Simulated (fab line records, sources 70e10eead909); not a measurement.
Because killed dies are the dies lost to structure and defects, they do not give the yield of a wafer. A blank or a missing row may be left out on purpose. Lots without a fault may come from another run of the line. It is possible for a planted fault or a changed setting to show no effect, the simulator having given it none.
Which tool is to blame? | flow nandHarc | 6 lots with 18 wafers sampled at 5 steps, on a route of 1159 steps

## WHAT THE GAUGES READ, wafer by wafer
NHARC_END_SORT_01.
lot  | measured     | on        | killedAtPeriphery
L502 | day 19 18:46 | prober-02 | 5 3 6
L512 | day 21 18:23 | prober-01 | 3 6 1
L514 | day 22 03:00 | prober-01 | 4 7 5
L523 | day 25 12:18 | prober-01 | 86 2 2

## EACH LOT AND THE TOOL THAT RAN IT (in order: tool; ch and the chambers of the sampled wafers; start)
lot  | NHARC_P_M2_PRE_CLEAN_32        | NHARC_THIN_TSV_ETCH_44            | NHARC_THIN_TSV_DEP_47           | NHARC_THIN_TSV_CMP_21
L502 | pecvd-04 ch 0,2, day 6 21:44   | rieDiel-10 ch 0,3, day 19 04:05   | pecvd-01 ch 0,1,2, day 19 05:38 | cmp-02 ch 1,2, day 19 08:07
L508 | pecvd-03 ch 0,1,2, day 7 18:31 | rieDiel-06 ch 0,1, day 19 23:22   | pecvd-01 ch 0,1, day 20 01:05   | cmp-01 ch 0,1,2, day 20 03:41
L510 | pecvd-03 ch 0,1,2, day 8 08:32 | rieDiel-06 ch 0,2,3, day 20 12:27 | pecvd-04 ch 0,1,2, day 20 13:55 | cmp-04 ch 1,3, day 20 16:23
L512 | pecvd-04 ch 1,2, day 9 00:13   | rieDiel-13 ch 1,2, day 21 05:08   | pecvd-01 ch 1,2, day 21 06:46   | cmp-01 ch 0,1,3, day 21 09:19
L514 | pecvd-03 ch 0,1,2, day 9 14:04 | rieDiel-13 ch 0,2,3, day 21 11:53 | pecvd-04 ch 0,2, day 21 13:44   | cmp-01 ch 1,2,3, day 21 16:12
L523 | pecvd-03 ch 0,2, day 12 00:53  | rieDiel-13 ch 0,1, day 24 16:32   | pecvd-01 ch 0,2, day 24 18:09   | cmp-04 ch 1,2, day 24 20:41
- NHARC_P_M2_PRE_CLEAN_32: time 12 s.
- NHARC_THIN_TSV_ETCH_44: etches the open film in CF4/O2, target depth 1594.2 nm, time 797.1 s.
- NHARC_THIN_TSV_DEP_47: deposits SiO2, target thk 200 nm.
- NHARC_THIN_TSV_CMP_21: polishes, t overpolish 30 s, target thk 2000 nm.

## THE ANSWER, worked out from the rows above alone
Rule: the usual values come from the lots themselves. Put in order of their means at a reading, lots are off if they are a third of the lots or fewer, leave a main group of 4 or more, and stand apart from it by a gap of 3 or more times the standard deviation of the main group's means; of several such gaps the widest counts. A main group whose means are all the same, to the digits that the tables above print for the reading, isn't used. Also off: a lot with no number at a reading for which 4 or more lots have one. Any other lot the step has rows for is counted as sound.
Across all readings shown, no lot is off: no conclusion can be drawn from this.

## WHAT THE SIMULATOR HAD INSERTED
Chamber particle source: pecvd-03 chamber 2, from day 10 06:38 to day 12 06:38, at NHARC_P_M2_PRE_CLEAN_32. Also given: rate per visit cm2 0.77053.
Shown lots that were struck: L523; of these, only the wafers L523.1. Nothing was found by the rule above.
